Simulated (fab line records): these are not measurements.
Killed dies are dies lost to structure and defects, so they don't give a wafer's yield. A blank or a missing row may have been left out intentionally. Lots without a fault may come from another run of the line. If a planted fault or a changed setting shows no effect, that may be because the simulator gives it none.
A lot that was struck, set against a sound lot | flow nand harc | 21 out of 1302 route steps
Sound: these wafers, L813.1, L813.2, L813.5. Struck: wafers L822.1, L822.3, L822.4. The cause is given at the end.
Each step with rows lists, per side, the tool, then ch with its chambers, then its first start. Under that, the readings that differ: sound wafers | struck wafers | difference of the means | sigmas: that difference in standard deviations of wafers without a fault.
alike: words and numbers the same on both sides, and readings whose means are apart by under 2 such deviations; not compared: readings that were withheld, readings missing a value for some wafer, numbers with overlapping values and no deviation given by the record, and bounds like >300 which may hide the same value.
A row with sigmas, a row that says differs or no value, or rows on one side alone: a step with any of these is where the two part. Numbers that don't overlap but have no deviation are shown without sigmas and don't part them. A reading missing from all wafers of one side parts the sides only when that side holds two or more wafers.

NHARC_A_BLC_CMP_25: polishes, t overpolish 30 s, target thk 150 nm.
  sound on cmp-01 ch 0,2,3, day 24 12:13; struck on cmp-02 ch 0,1,2, day 28 12:57
  alike: motor current A, overpolish run s, time to endpoint s
then, 1 step without rows for these wafers: NHARC_A_BLC_SRD_27.
NHARC_A_BLC_INSPECT_28:
  struck on defect inspect-02, day 28 13:21; sound on defect inspect-02, day 24 12:37
  alike: raw defect count
then, 8 steps without rows for these wafers: NHARC_A_M0_DEP_00 (deposits SiOC, target thk 150 nm); NHARC_A_M0_DEHYDRATE_01 (time 120 s); NHARC_A_M0_HMDS_02 (time 30 s); NHARC_A_M0_COAT_33 (time 65 s); NHARC_A_M0_COAT_03 (resist thk 90 nm); NHARC_A_M0_SOFTBAKE_04 (time 55 s); NHARC_A_M0_EBR_05; NHARC_A_M0_EXPOSE_06 (exposes mask A M0, target cd 80 nm).
NHARC_A_M0_PEB_07: peb time 65 s.
  sound on litho track-04 ch 0, day 24 13:19; struck on litho track-04 ch 0, day 28 14:10
  alike: plate temp C, resist line temp C
then, 1 step without rows for these wafers: NHARC_A_M0_DEVELOP_08 (develop time 35 s).
NHARC_A_M0_CD_MEAS_09: target cd 80 nm.
  sound on cd sem-03 ch 0, day 24 13:24; struck on cd sem-03 ch 0, day 28 14:15
  reading    | sound          | struck         | difference | sigmas
  cd nm (nm) | 79.9 79.8 79.1 | 83.1 83.4 83.7 | +3.8       | +6
NHARC_A_M0_OVL_MEAS_10: pitch 160 nm.
  struck on overlay-01, day 28 14:20; sound on overlay-02, day 24 13:29
  alike: overlay x nm, overlay y nm
NHARC_A_M0_INSPECT_11:
  struck on defect inspect-01, day 28 14:22; sound on defect inspect-01, day 24 13:31
  reading          | sound       | struck   | difference | sigmas
  raw defect count | 174 149 164 | 67 87 68 | -88        | -2
NHARC_A_M0_DESCUM_14: chemistry O2, time 3 s.
  sound on rie diel-12 ch 0,3, day 24 13:35; struck on rie diel-13 ch 0,1,3, day 28 14:26
  reading               | sound            | struck            | difference | sigmas
  model.A_M0.cd nm (nm) | 79.45 80.54 78.8 | 82.91 83.37 83.31 | +3.60      |
  alike: drypump motor current A, oes product au, rf vpp V, showerhead plenum p Torr, throttle valve pct
  not compared: rf hours counter h
NHARC_A_M0_ETCH_34: etches the open film in N2/H2, target depth 40 nm, overetch 12 nm, time 43.94 s.
  sound on rie diel-12 ch 2,3, day 24 13:41; struck on rie diel-13 ch 0,2,3, day 28 14:31
  alike: drypump motor current A, h2 flow sccm, oes product au, rf vpp V, showerhead plenum p Torr, throttle valve pct
  not compared: rf hours counter h
NHARC_A_M0_ETCH_15: etches the open film in C4F8/Ar, target depth 150 nm, overetch 15 nm, time 82.5 s.
  sound: rie diel-12 ch 0,3; struck: rie diel-13 ch 1,2,3
  reading               | sound             | struck            | difference | sigmas
  model.A_M0.cd nm (nm) | 79.75 80.64 79.07 | 83.16 83.26 83.08 | +3.35      |
  alike: oes product au, rf vpp V
  not compared: rf hours counter h
NHARC_A_M0_CD_MEAS_16:
  struck on cd sem-03, day 28 14:44; sound on cd sem-01, day 24 13:56
  reading    | sound          | struck         | difference | sigmas
  cd nm (nm) | 79.7 80.5 79.0 | 83.1 83.0 82.7 | +3.2       | +3
NHARC_END_SORT_01:
  the record has rows for the struck wafers here (prober-01 ch 0, day 30 04:42) and none for the sound ones

## WHERE THEY PART
Last at NHARC_END_SORT_01 as far as this record goes, first at NHARC_A_M0_CD_MEAS_09.

WHY: what had been put in by the simulator
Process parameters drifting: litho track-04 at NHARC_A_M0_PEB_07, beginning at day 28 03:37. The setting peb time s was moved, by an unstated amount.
